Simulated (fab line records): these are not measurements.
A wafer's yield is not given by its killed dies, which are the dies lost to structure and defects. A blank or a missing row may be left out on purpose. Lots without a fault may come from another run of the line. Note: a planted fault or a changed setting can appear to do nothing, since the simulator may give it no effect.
Struck lot and sound lot, side by side    flow n5 finfet    15 steps out of a route of 1938
Sound: the wafers L238.2, L238.4, L238.5. Struck: wafer L237.5. (L237.2 of the same lot was not struck and is left out.) The cause comes at the end.
For every step that has rows: the tool of each side, followed by ch and its chambers, followed by its first start. Under that, the readings that differ: sound wafers    struck wafers    difference of the means    sigmas: that difference in standard deviations of wafers without a fault.
alike: a reading whose means differ by less than 2 such deviations, as well as words and numbers matching on both sides. not compared: withheld readings; readings where some wafer has no value; bounds like >300 that might hide an equal value; numbers whose values overlap and for which the record gives no deviation.
A row with sigmas, a row that says differs or no value, or rows on one side alone: a step with any of these is where the two part. When numbers do not overlap yet have no deviation, they are printed without sigmas and do not part them. Lack of a reading on every wafer of one side parts them only where that side has two or more wafers.

first, 8 steps without rows for these wafers: N5_BEOL_M14_COAT_58 (time 60 s, resist thk 89 nm); N5_BEOL_M14_COAT_04 (resist thk 800 nm); N5_BEOL_M14_EBR_06; N5_BEOL_M14_SOFTBAKE_05 (time 60 s); N5_BEOL_M14_EXPOSE_07 (exposes mask V13); N5_BEOL_M14_PEB_08 (peb time 90 s); N5_BEOL_M14_DEVELOP_09 (develop time 45 s); N5_BEOL_M14_HARDBAKE_14 (time 120 s).
N5_BEOL_M14_CD_MEAS_10 targets a cd of 250 nm.
  sound on cd sem-03 ch 0, day 15 04:53; struck on cd sem-03 ch 0, day 15 00:14
  alike: cd nm
N5_BEOL_M14_OVL_MEAS_11:
  sound on overlay-01 ch 0, day 15 04:54; struck on overlay-01 ch 0, day 15 00:16
  alike: V13_OVL
N5_BEOL_M14_INSPECT_12: inspects for defects (macro).
  sound: defect inspect-01 at day 15 04:56; struck: defect inspect-01 at day 15 00:17
  alike: raw defect count
N5_BEOL_M14_DESCUM_15: chemistry O2, time 7.9 s.
  sound on rie diel-02 ch 0,2,3, day 15 05:36; struck on rie diel-01 ch 1, day 15 00:19
  alike: drypump motor current A, o2 flow sccm, oes product au, rf fwd power W, rf vpp V, showerhead plenum p Torr, throttle valve pct
  not compared: rf hours counter h
N5_BEOL_M14_ETCH_59: etches BARC in N2/H2, target depth 89 nm, overetch 26.7 nm, time 67.9 s.
  sound on rie diel-02 ch 0,2,3, day 15 05:38; struck on rie diel-01 ch 1, day 15 00:21
reading           sound           struck  difference  sigmas
run length s (s)  90.4 91.9 90.7  99.9    +8.9        +16
  alike: drypump motor current A, oes product au, rf fwd power W, rf vpp V, showerhead plenum p Torr, throttle valve pct
  not compared: rf hours counter h, model.coat_of_BEOL_M14_COAT_04.thk nm
N5_BEOL_M14_VIA_ETCH_16: etches SiO2 in C4F8/O2/Ar, target depth 1231.3 nm.
  sound on rie diel-02 ch 0,2,3, day 15 05:41; struck on rie diel-01 ch 1, day 15 00:24
  alike: O2_flow_sccm, drypump motor current A, oes_o_777_au, oes product au, rf fwd power W, rf vpp V, showerhead plenum p Torr, throttle valve pct
following that, these wafers have no rows for 1 step: N5_PASSIVATION_PROBE_49.

== WHERE THEY PART ==
Only at N5_BEOL_M14_ETCH_59, within this record. Later steps at which nothing parts them and some readings are alike: N5_BEOL_M14_VIA_ETCH_16.

WHY: what had been put in by the simulator
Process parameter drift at N5_BEOL_M14_ETCH_59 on rie diel-01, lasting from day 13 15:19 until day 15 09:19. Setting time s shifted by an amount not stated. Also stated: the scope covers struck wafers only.
